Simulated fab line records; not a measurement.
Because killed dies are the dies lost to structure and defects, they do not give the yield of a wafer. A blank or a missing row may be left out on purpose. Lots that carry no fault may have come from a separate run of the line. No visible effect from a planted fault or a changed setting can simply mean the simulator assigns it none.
fab line records	flow nand_harc
record: lots: 7	wafers: 15	last_day: 34
route steps=1302 shown A_CHANNEL_HOLE_D2@608 A_CHANNEL_FILL_D2@610 A_STAIRCASE@639 END@1302
lots that met no fault: from a run of the same line without faults
start_h: hours from the record's first day to the start of the lot's first wafer shown	wait_h: how many hours have passed since the lot's step before this one	" same as the row above	L1.1+2: a single row standing in for several wafers	- value missing, or start not given	* or withheld: withheld	< > ~ a bound
route shown NAME@n: NAME is a module with steps in the file, n the number in the route of the first one	usual: average and standard deviation across the fault-free wafers	same: alike in all rows	chamber/n: place in a boat	sites: per-site readings	_std_site: the standard deviation of these	_edge_site: mean of outer sites minus mean of inner sites	radius_mm: how far each site lies from the wafer's centre	mask NAME#n: copy n	behind: the most recent tool/chamber to have shaped the wafer	hold: the reason the lot was held/the length of the hold in hours/how it ended	device: names the non-switching transistor (n, p or np)	end of line: the same wafers' tests at the end of the route	where a step has no rows: the recipe by itself	killed: the dies lost at the first sort to structure and to defects; this is not the yield of the wafer	map: dies across one wafer; x = killed, . = not, _ = none there
set.NAME: the setting the step ran with; set.NAME@STEP: the setting that earlier step ran with	model.NAME: the simulator's own value behind a step, which no gauge read
lots seen at some steps along the route; tables by step, rows by wafer
services: from which hour (start_h, from the record's first day; less than 0 if before it) a tool's chamber was out of use, for how many hours, and why
== steps ==
step: NHARC_A_CHANNEL_HOLE_D2_XSEM_32
recipe: landing_energy_ev: 35000
step: NHARC_A_CHANNEL_HOLE_D2_INSPECT_40
usual: raw_defect_count: 290/77
lot.wafer	tool	chamber	start_h	wait_h	raw_defect_count
L549.2	defect_inspect-01	-	306.39	-	237
L549.5	"	-	"	"	397
L549.6	"	-	"	"	222
L553.3	defect_inspect-01	-	354.03	-	456
L553.4	"	-	"	"	271
L553.5	"	-	"	"	451
L557.1	defect_inspect-02	-	399.75	-	241
L558.6	defect_inspect-01	-	401.22	-	311
L563.1	defect_inspect-02	-	448.05	-	255
L570.2	defect_inspect-01	-	517.48	-	318
L570.4	"	-	"	"	301
L570.5	"	-	"	"	343
L571.1	defect_inspect-02	-	536.56	-	323
L571.3	"	-	"	"	349
L571.4	"	-	"	"	435
step: NHARC_A_CHANNEL_FILL_D2_PRECLEAN_00
recipe: time_s: *	temp_c: 50	bath_age_min: 0	chemistry: SC1
step: NHARC_A_CHANNEL_FILL_D2_SRD_01
step: NHARC_A_CHANNEL_FILL_D2_ALD_02
recipe: target_thk_a: 60	pulse_time_s: 10	ald_cycles: 60	temp_c: 300	material: SiO2
step: NHARC_A_CHANNEL_FILL_D2_ALD_03
recipe: target_thk_a: 60	pulse_time_s: 60	ald_cycles: 58	temp_c: 630	pressure_torr: 2	material: SiNx
step: NHARC_A_CHANNEL_FILL_D2_ALD_14
recipe: target_thk_a: 25	pulse_time_s: 10	ald_cycles: 25	temp_c: 300	material: SiO2
usual: heater_power_w: 454/40	precursor_pulse_height_rel: 0.997/0.02
lot.wafer	tool	chamber	start_h	wait_h	heater_power_w	precursor_pulse_height_rel	since_wet_clean_h
L549.2	ald_hk-04	3	312.90	0.1	385	1.022	48
L549.5	"	2	"	"	493	1.015	-
L549.6	"	3	"	"	389	1.008	-
L553.3	ald_hk-04	0	360.97	0.0	495	1.041	96
L553.4	"	1	"	"	426	0.998	96
L553.5	"	0	"	"	492	0.961	-
L557.1	ald_hk-01	3	406.98	0.0	431	0.992	95
L558.6	ald_hk-03	3	407.15	0.2	425	0.976	-
L563.1	ald_hk-03	1	455.32	0.1	496	0.979	55
L570.4	ald_hk-04	3	524.99	0.4	408	0.978	81
L570.2	"	0	"	"	481	0.988	81
L570.5	"	2	"	"	485	0.993	-
L571.1	ald_hk-03	3	543.79	0.0	428	1.012	144
L571.3	"	0	"	"	491	1.016	144
L571.4	"	2	"	"	478	1.000	144
step: NHARC_A_CHANNEL_FILL_D2_ALD_15
recipe: target_thk_a: 20	pulse_time_s: 60	ald_cycles: 19	temp_c: 630	pressure_torr: 2	material: SiNx
usual: chamber_pressure_Torr: 2.000/0.0048	precursor_pulse_height_rel: 1.001/0.021
lot.wafer	tool	chamber	start_h	wait_h	chamber_pressure_Torr	precursor_pulse_height_rel
L549.2	ald_sin_batch-01	0	-	-	1.995	1.011
L549.5	"	0	"	"	1.988	1.013
L549.6	"	0	"	"	2.004	0.994
L553.3	ald_sin_batch-01	0	-	-	2.000	1.026
L553.4	"	0	"	"	1.998	1.013
L553.5	"	0	"	"	2.001	0.994
L557.1	ald_sin_batch-02	0	-	-	2.006	0.996
L558.6	ald_sin_batch-02	0	-	-	2.001	1.009
L563.1	ald_sin_batch-02	0	-	-	1.999	1.032
L570.2	ald_sin_batch-03	0	-	-	2.004	1.041
L570.4	"	0	"	"	2.003	0.996
L570.5	"	0	"	"	2.000	1.019
L571.1	ald_sin_batch-03	0	-	-	1.999	0.974
L571.3	"	0	"	"	2.004	1.013
L571.4	"	0	"	"	1.995	1.010
step: NHARC_A_CHANNEL_FILL_D2_ALD_16
recipe: target_thk_a: 15	pulse_time_s: 10	ald_cycles: 15	temp_c: 300	material: SiO2
step: NHARC_A_CHANNEL_FILL_D2_ANNEAL_17
recipe: temp_c: 850	time_s: 1800
step: NHARC_A_CHANNEL_FILL_D2_CVD_18
recipe: target_thk_a: 30	temp_c: 550	material: poly-Si
step: NHARC_A_CHANNEL_FILL_D2_ETCHBACK_19
recipe: target_depth_a: 50	time_s: 1.7	hbr_flow_sccm: 150	cl2_flow_sccm: 50	rf_w: 400	icp_w: 400	bias_w: 100	chemistry: HBr/Cl2
usual: drypump_motor_current_A: 5.8/0.44	oes_product_au: 0.995/0.01	throttle_valve_pct: 26.405/0.0087
lot.wafer	tool	chamber	start_h	wait_h	drypump_motor_current_A	oes_product_au	rf_hours_counter_h	throttle_valve_pct
L549.2	rie_si-05	1	331.23	0.4	5.7	1.009	0.12	26.404
L549.5	"	0	"	"	6.0	0.995	-	26.397
L549.6	"	1	"	"	5.7	1.012	-	26.419
L553.4	rie_si-03	3	379.08	0.4	5.7	1.010	0.94	26.407
L553.3	"	0	"	"	6.8	0.975	0.85	26.410
L553.5	"	1	"	"	6.1	0.994	-	26.413
L557.1	rie_si-05	2	425.15	0.4	5.3	0.991	0.82	26.414
L558.6	rie_si-01	3	425.22	0.4	5.4	1.000	-	26.398
L563.1	rie_si-03	3	471.93	0.4	5.8	1.009	0.22	26.396
L570.4	rie_si-01	0	542.08	0.4	5.8	0.993	0.99	26.414
L570.2	"	2	"	"	5.7	0.994	0.84	26.400
L570.5	"	0	"	"	5.8	0.990	-	26.407
L571.1	rie_si-03	0	560.45	0.4	6.8	0.990	0.93	26.401
L571.3	"	1	"	"	6.1	0.978	0.88	26.411
L571.4	"	3	"	"	5.8	1.005	0.84	26.400
step: NHARC_A_CHANNEL_FILL_D2_ETCHBACK_20
recipe: target_depth_a: 270	time_s: 13.5	c4f8_flow_sccm: withheld	o2_flow_sccm: 8	ar_flow_sccm: withheld	rf_w: 600	bias_w: 1500	chemistry: C4F8/O2/Ar
usual: oes_product_au: 0.987/0.021	rf_vpp_V: 979/6.1
lot.wafer	tool	chamber	start_h	wait_h	oes_product_au	rf_hours_counter_h	rf_vpp_V
L549.2	rie_diel-07	0	331.35	-	0.918	1	986
L549.5	"	0	"	"	0.915	-	987
L549.6	"	1	"	"	0.945	-	982
L553.4	rie_diel-06	3	379.18	-	0.983	12	972
L553.3	"	2	"	"	0.981	11	986
L553.5	"	0	"	"	0.976	-	981
L557.1	rie_diel-06	0	425.30	-	0.990	20	982
L558.6	rie_diel-06	0	425.38	-	0.980	-	981
L563.1	rie_diel-06	0	472.06	-	0.996	28	982
L570.4	rie_diel-10	3	542.19	-	1.000	3	984
L570.2	"	1	"	"	0.993	3	986
L570.5	"	3	"	"	1.004	-	986
L571.1	rie_diel-07	2	560.59	-	0.977	2	972
L571.4	"	0	"	"	0.965	-	986
L571.3	"	2	"	"	0.973	-	970
step: NHARC_A_CHANNEL_FILL_D2_STRIP_28
recipe: time_s: 20	o2_flow_sccm: 500	ar_flow_sccm: 0	bias_w: 0	chemistry: O2
step: NHARC_A_CHANNEL_FILL_D2_PRECLEAN_21
recipe: time_s: 30	chemistry: dHF
step: NHARC_A_CHANNEL_FILL_D2_SRD_23
step: NHARC_A_CHANNEL_FILL_D2_CVD_05
recipe: target_thk_a: 50	temp_c: 550	material: poly-Si
step: NHARC_A_CHANNEL_FILL_D2_ANNEAL_22
recipe: temp_c: 620	time_s: 7200
step: NHARC_A_CHANNEL_FILL_D2_ALD_25
recipe: target_thk_a: 600	pulse_time_s: 10	ald_cycles: 600	temp_c: 300	material: SiOx
step: NHARC_A_CHANNEL_FILL_D2_ETCHBACK_08
recipe: target_depth_a: 2200	time_s: 110	c4f8_flow_sccm: 20	ar_flow_sccm: withheld	rf_w: 600	bias_w: 300	chemistry: C4F8
step: NHARC_A_CHANNEL_FILL_D2_STRIP_29
recipe: time_s: 20	o2_flow_sccm: 500	ar_flow_sccm: 0	bias_w: 0	chemistry: O2
step: NHARC_A_CHANNEL_FILL_D2_PRECLEAN_30
recipe: time_s: 30	chemistry: dHF
step: NHARC_A_CHANNEL_FILL_D2_SRD_31
step: NHARC_A_CHANNEL_FILL_D2_CVD_09
recipe: target_thk_a: 1500	temp_c: 620	pressure_mtorr: 200	time_s: 3000	material: poly-Si
step: NHARC_A_CHANNEL_FILL_D2_CMP_10
recipe: target_thk_nm: 150
usual: motor_current_A: 12.1/1.3	time_to_endpoint_s: 14.9/2.5
lot.wafer	tool	chamber	start_h	wait_h	motor_current_A	time_to_endpoint_s
L549.2	cmp-04	3	356.51	0.4	9.8	15.4
L549.5	"	0	"	"	10.7	20.4
L549.6	"	1	"	"	12.9	18.8
L553.4	cmp-04	2	401.94	0.4	11.6	13.0
L553.3	"	3	"	"	10.4	9.9
L553.5	"	0	"	"	11.6	17.2
L557.1	cmp-02	0	449.99	0.4	10.1	11.5
L558.6	cmp-04	3	453.05	0.5	9.7	9.9
L563.1	cmp-01	1	495.57	0.4	12.7	17.6
L570.2	cmp-02	0	565.58	0.4	10.1	13.0
L570.4	"	1	"	"	13.4	17.4
L570.5	"	3	"	"	14.5	14.0
L571.4	cmp-02	1	586.19	0.4	12.9	15.7
L571.1	"	2	"	"	11.2	11.7
L571.3	"	0	"	"	10.4	12.5
step: NHARC_A_CHANNEL_FILL_D2_SRD_12
step: NHARC_A_CHANNEL_FILL_D2_RTA_24
recipe: temp_c: 1000	time_s: 5
step: NHARC_A_STAIRCASE_DEP_156
recipe: target_thk_a: 500	temp_c: 400	target_thk_nm: 50	flow_sccm: 200	rf_w: 450	material: SiNx
usual: heater_power_w: 764/60	showerhead_vpp_V: 1289/70
lot.wafer	tool	chamber	start_h	wait_h	hold	heater_power_w	showerhead_vpp_V	since_wet_clean_h
L549.2	pecvd-02	0	357.20	0.2	-	727	1348	-
L549.5	"	0	"	"	-	764	1348	-
L549.6	"	0	"	"	-	764	1345	-
L553.3	pecvd-01	1	402.58	0.1	-	747	1211	79
L553.5	"	2	"	"	-	787	1267	-
L553.4	"	0	"	"	-	763	1296	-
L557.1	pecvd-02	2	456.50	5.7	await_dispo/5.6h/release	732	1220	35
L558.6	pecvd-02	1	458.28	4.5	await_dispo/4.4h/release	796	1383	-
L563.1	pecvd-02	0	499.07	2.7	await_dispo/2.6h/release	761	1336	78
L570.2	pecvd-02	2	566.30	0.1	-	744	1225	145
L570.5	"	1	"	"	-	902	1404	-
L570.4	"	2	"	"	-	729	1228	-
L571.3	pecvd-01	1	586.87	0.1	-	761	1204	81
L571.1	"	2	"	"	-	726	1239	81
L571.4	"	1	"	"	-	759	1194	-
step: NHARC_END_SORT_01
recipe: temp_c: 25
usual: killed_at_array: 58/19	killed_at_other: 1.1/1.2	killed_at_periphery: 3.8/2.4	killed_dies: 63/18	killed_open: 3.3/1.8	killed_short: 2.2/1.6
same: gross_dies: 677
lot.wafer	tool	chamber	start_h	wait_h	killed_at_array	killed_at_other	killed_at_periphery	killed_dies	killed_open	killed_short
L557.1	prober-01	0	686.71	2.5	108	1	6	115	4	4
L563.1	prober-01	0	729.46	2.5	164	1	4	169	1	2
killed by level:class
L557.1 A_CHANNEL_FILL_D2:unspecified=88 A_CHANNEL_HOLE_D1:chamber_film_flake=5 P_GATE:chamber_film_flake=4 A_CHANNEL_HOLE_D2:unspecified=4 A_STAIRCASE:chamber_film_flake=2 A_SLIT:chamber_film_flake=2 P_GATE:geometric_particle:open=1 P_M0:geometric_particle:short=1
L563.1 A_CHANNEL_FILL_D2:unspecified=90 A_CHANNEL_HOLE_D1:chamber_film_flake=33 A_SLIT:chamber_film_flake=29 A_STAIRCASE:chamber_film_flake=3 P_GATE:chamber_film_flake=2 A_CONTACT:chamber_film_flake=2 A_M1:chamber_film_flake=2 A_WL_FILL:chamber_film_flake=2
map L557.1 (x killed, . not)
____________.____________
_________......._________
_______x.........x_______
______........x....______
_____..............._____
____...x.........x...____
____.x........x.x....____
___......x............___
___..............x....___
__.................x...__
__.....................__
_.xxx..........x........_
_.xx...................._
_.xxxx.................._
_xxxxxxxxx..........x..._
_xxxxxxx................_
xxxxxxxxx................
xxxxxxxx.................
xxxxxxx..................
xxxxxxxxx.x..............
xxxxxxx..................
_xxxxxxx...............x_
_xxxxxxx..x............._
_xxxxxx................._
_xxxxx.................._
_x.x...................._
__.....................__
__......x..............__
___.........x.........___
___...................___
____....x............____
____.................____
_____...........x..._____
______..........x..______
_______.......x..x_______
_________......._________
____________.____________
map L563.1 (x killed, . not)
____________.____________
_________..x..x._________
_______.....x.x..._______
______....x.....x..______
_____......xx...x..._____
____..x....x.xx....xx____
____..x...xx.xx...xxx____
___........xx.x...xxxx___
___.......x.x..x.x.xx.___
__........xx.x.xx.xxxxx__
__........xxx.....xxxxx__
_...........xx...xx.xxx._
_x.x.x...........x.xx.x._
_xxxxxx................._
_xxxxxx..............x.._
_xxxxxx..........x...x.._
xxxxxxx..................
xxxxxxxx.................
xxxxxxxx.................
xxxxxxxxx................
xxxxxxxx.................
_xxxxxx.......x........._
_xxxxxxxx.x............._
_xxxxxx.x..............._
_xxxx..........x........_
_.xx.x.................._
__xxx..................__
__x....................__
___...........x.......___
___...........x.......___
____.......x.........____
____.................____
_____...........x..._____
______....x........______
_______..........._______
_________......._________
____________.____________
== services ==
tool	chamber	start_h	hours	kind
rie_diel-07	-	294.20	9.0	pm
cmp-04	-	307.00	4.0	pm
cmp-02	-	314.10	0.7	repair
cmp-02	-	330.70	4.0	pm
pecvd-02	1	352.32	23.3	repair
cmp-02	-	364.48	3.8	repair
cmp-04	-	379.95	0.9	repair
rie_si-03	-	398.00	9.0	pm
cmp-04	-	405.00	4.0	pm
rie_si-03	1	408.27	1.7	repair
pecvd-02	-	408.33	13.0	pm
cmp-02	-	428.70	4.0	pm
ald_hk-04	-	433.62	10.0	pm
cmp-02	-	452.32	0.7	repair
rie_si-03	3	453.53	11.9	repair
pecvd-02	-	453.86	0.6	repair
cmp-02	-	491.72	0.6	repair
cmp-04	-	494.27	4.4	repair
cmp-04	-	503.00	4.0	pm
cmp-04	-	509.76	4.1	repair
cmp-02	-	526.70	4.0	pm
cmp-04	-	530.53	0.2	repair
rie_si-03	-	575.00	9.0	pm
pecvd-02	0	580.97	14.6	repair
== key ==
first_sign: step: NHARC_END_SORT_01	reading: killed_dies	direction: up	sigmas: 4.3	usual: 63	struck: 142
effect: step: NHARC_END_SORT_01	reading: killed_at_array	direction: up	sigmas: 4.1	usual: 58	struck: 136
more_kills_born_at: NHARC_A_CHANNEL_FILL_D2_ETCHBACK_20@rie_diel-06: 178
met_at NHARC_A_CHANNEL_FILL_D2_ETCHBACK_20
struck_wafers L557.1,L558.6,L563.1
sort_left_out L558.6
tester_left_out L557,L558,L563
also_fits NHARC_A_CHANNEL_FILL_D2_ALD_15:ald_sin_batch-02
fault: kind: chamber_particle_source	tool: rie_diel-06	chamber: 0	onset_h: 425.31	steps: NHARC_A_CHANNEL_FILL_D2_ETCHBACK_20	rate_per_visit_cm2: 2.121	end_h: 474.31
tester_left_out: of these lots the tester's yield and bins aren't shown, on N5 and GAA mostly nor the transistor test; their killed dies are dies lost to structure and defects alone, not to doping, threshold or leakage, so they don't give the yield
sort_left_out: the simulated sort isn't trusted on such a fault, so these wafers' sort isn't shown, and their yield isn't known
